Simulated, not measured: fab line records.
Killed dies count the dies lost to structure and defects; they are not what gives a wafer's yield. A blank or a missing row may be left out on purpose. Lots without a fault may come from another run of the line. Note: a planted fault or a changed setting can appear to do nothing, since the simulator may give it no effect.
Split-lot trial    flow n5_finfet    21 wafers read from 7 lots, route of 1938 steps

ON THE SPLIT
At N5_MIM_BOT_SPUTTER_00 (material TiN, target thk 35 nm, time 89.7 s), the setting time_s was moved away from the recipe's 89.7 s on 4 of the 21 wafers read, by -9.8% to +7.6%. The other wafers ran this setting at the recipe's value.

The reading comes from the split's own step.

THE READING
TiN_of_MIM_BOT_SPUTTER_00.thk_nm (the simulator's own value, which no gauge read), in nm, at N5_MIM_BOT_SPUTTER_00 (material TiN, target thk 35 nm, time 89.7 s). The file gives no usual value for it. Average 34.9 nm, standard deviation 0.36 nm, over the 17 wafers here run with the recipe.

wafer   tool, chamber at the split  time_s as run, s  against the recipe  TiN_of_MIM_BOT_SPUTTER_00.thk_nm, nm  against lot-mates on the recipe
L076.1  pvd_sputter-03, -           89.7              recipe              34.4                                  -
L076.5  pvd_sputter-03, -           89.7              recipe              34.4                                  -
L076.6  pvd_sputter-03, -           96.04             +7.1%               37.2                                  +2.8
L080.4  pvd_sputter-02, -           89.7              recipe              35.4                                  -
L080.6  pvd_sputter-02, -           89.7              recipe              35.4                                  -
L080.5  pvd_sputter-02, -           89.7              recipe              35.2                                  -
L082.3  pvd_sputter-01, -           89.7              recipe              34.6                                  -
L082.4  pvd_sputter-01, -           83.66             -6.7%               32.8                                  -2.0
L082.6  pvd_sputter-01, -           89.7              recipe              35                                    -
L083.3  pvd_sputter-02, -           89.7              recipe              35                                    -
L083.4  pvd_sputter-02, -           89.7              recipe              35.4                                  -
L083.5  pvd_sputter-02, -           96.52             +7.6%               37.4                                  +2.2
L084.1  pvd_sputter-03, -           89.7              recipe              34.8                                  -
L084.3  pvd_sputter-03, -           89.7              recipe              35                                    -
L084.6  pvd_sputter-03, -           80.92             -9.8%               31.6                                  -3.3
L085.1  pvd_sputter-01, -           89.7              recipe              34.4                                  -
L085.3  pvd_sputter-01, -           89.7              recipe              34.6                                  -
L085.6  pvd_sputter-01, -           89.7              recipe              34.6                                  -
L096.3  pvd_sputter-03, -           89.7              recipe              35.2                                  -
L096.5  pvd_sputter-03, -           89.7              recipe              35.2                                  -
L096.6  pvd_sputter-03, -           89.7              recipe              35.2                                  -

THE FIT
A straight line over all 21 wafers: TiN_of_MIM_BOT_SPUTTER_00.thk_nm changes by +0.328 nm for each +1% of time_s; r = +0.96; the points scatter about the line by 0.34 nm.
The same after taking each lot's own level away (the mean of its wafers on the recipe; 21 wafers): +0.331 nm for each +1%; r = +0.99; scatter 0.18 nm.
The reading moves by 3.2 nm for the largest change in time_s, on that fit.
Across the lots, their own levels run from 34.40 to 35.33 nm, a range of 2.6 times the standard deviation given above.
Consequently the slope shifts little with the lot-to-lot level, the two slopes agreeing.
Check: -3.16 nm against its lot-mates is what the line predicts for one of the wafers moved furthest among these (-9.8%) when that wafer is left out of the fit. It came out at -3.3 nm against them.

FILE'S OWN FIT
TiN_of_MIM_BOT_SPUTTER_00.thk_nm changes by +0.331 nm for each +1% of time_s, r = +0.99.
